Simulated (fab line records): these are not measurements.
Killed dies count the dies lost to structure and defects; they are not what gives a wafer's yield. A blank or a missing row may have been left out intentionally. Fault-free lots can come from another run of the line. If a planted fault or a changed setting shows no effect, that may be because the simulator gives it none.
A struck lot beside a sound one / flow n5 finfet / 14 out of 1938 route steps
Sound: the wafers L335.1, L335.3, L335.5. Wafers L349.1, L349.6 were the ones struck. The cause is named last.
Each step with rows lists, per side, the tool, then ch with its chambers, then its first start. Under that, the readings that differ: sound wafers / struck wafers / difference of the means / sigmas: that difference in standard deviations of wafers without a fault.
alike: same words and numbers on both sides, and readings whose means sit less than 2 such deviations apart. not compared: any withheld reading, any reading some wafer has no value for, any bound like >300 that may hide the same value, and any number with overlapping values for which the record gives no deviation.
The two part at a step that has a row with sigmas, a row that says differs or no value, or rows on one side only. Numbers that have no deviation but don't overlap get no sigmas and don't part them. A reading missing from all wafers of one side parts the sides only when that side holds two or more wafers.

N5_BEOL_M5_TRENCH_ETCH_37: etches SiCOH lowk in C4F6/O2, target depth 71.652 nm, time 24.7 s.
  sound: rie diel-03 ch 0,2; struck: rie diel-02 ch 2,3
  alike: bias w, chamber pressure mTorr, drypump motor current A, oes_ar_750_au, oes product au, rf vpp V, showerhead plenum p Torr, throttle valve pct
  not compared: rf hours counter h
then, 1 step without rows for these wafers: N5_BEOL_M5_ETCH_41 (etches SiCN in CH3F/O2, target depth 31.5 nm, time 56.7 s).
N5_BEOL_M5_STRIP_91: strips in N2/H2, time 10 s.
  sound: rie diel-03 ch 0,2; struck: rie diel-02 ch 2,3
  alike: bias power w, chamber pressure mTorr, drypump motor current A, oes product au, rf vpp V, showerhead plenum p Torr, throttle valve pct
  not compared: rf hours counter h
N5_BEOL_M5_OCD_MEAS_38:
  sound on ocd-01, day 8 17:13; struck on ocd-01, day 11 22:26
  alike: trench depth nm
then, 4 steps without rows for these wafers: N5_BEOL_M5_HM_STRIP_39 (strips TiN in peroxide tin strip, target depth 25 nm, time 158 s); N5_BEOL_M5_SRD_40 (time 30 s); N5_BEOL_M5_PRECLEAN_42 (cleans in residue remover, time 60 s); N5_BEOL_M5_SRD_43 (time 30 s).
N5_BEOL_M5_CD_MEAS_35: target cd 28 nm, target cd y 24 nm.
  sound on cd sem-03, day 8 17:22; struck on cd sem-02, day 11 22:41
  alike: cd nm
then, 1 step without rows for these wafers: N5_BEOL_M5_CURE_80 (cures SiCOH lowk, time 120 s).
N5_BEOL_M5_DEGAS_44: time 60 s.
  sound on pvd sputter-02, day 8 17:49; struck on pvd sputter-03, day 11 23:05
  alike: heater power w
N5_BEOL_M5_PRE_CLEAN_45: time 30 s.
  sound on pvd sputter-02, day 8 17:51; struck on pvd sputter-03, day 11 23:08
  alike: heater power w
N5_BEOL_M5_ALD_86: deposits TaN, pulse time 2 s, purge time 3 s, co reactant purge time 2 s.
  sound on ald metal-02 ch 2,3, day 8 17:56; struck on ald metal-02 ch 1,2, day 11 23:12
reading=co reactant pulse time s (s); sound=3 3 3; struck=2.752 2.752; difference=-0.248; sigmas=
  alike: heater power w, precursor vessel pressure torr
N5_BEOL_M5_SURFACE_TREAT_87:
  sound on pvd sputter-02, day 8 18:18; struck on pvd sputter-03, day 11 23:26
  not compared: throttle valve pct

## WHERE THEY PART
Nowhere in this record.

WHY: the cause the simulator had injected
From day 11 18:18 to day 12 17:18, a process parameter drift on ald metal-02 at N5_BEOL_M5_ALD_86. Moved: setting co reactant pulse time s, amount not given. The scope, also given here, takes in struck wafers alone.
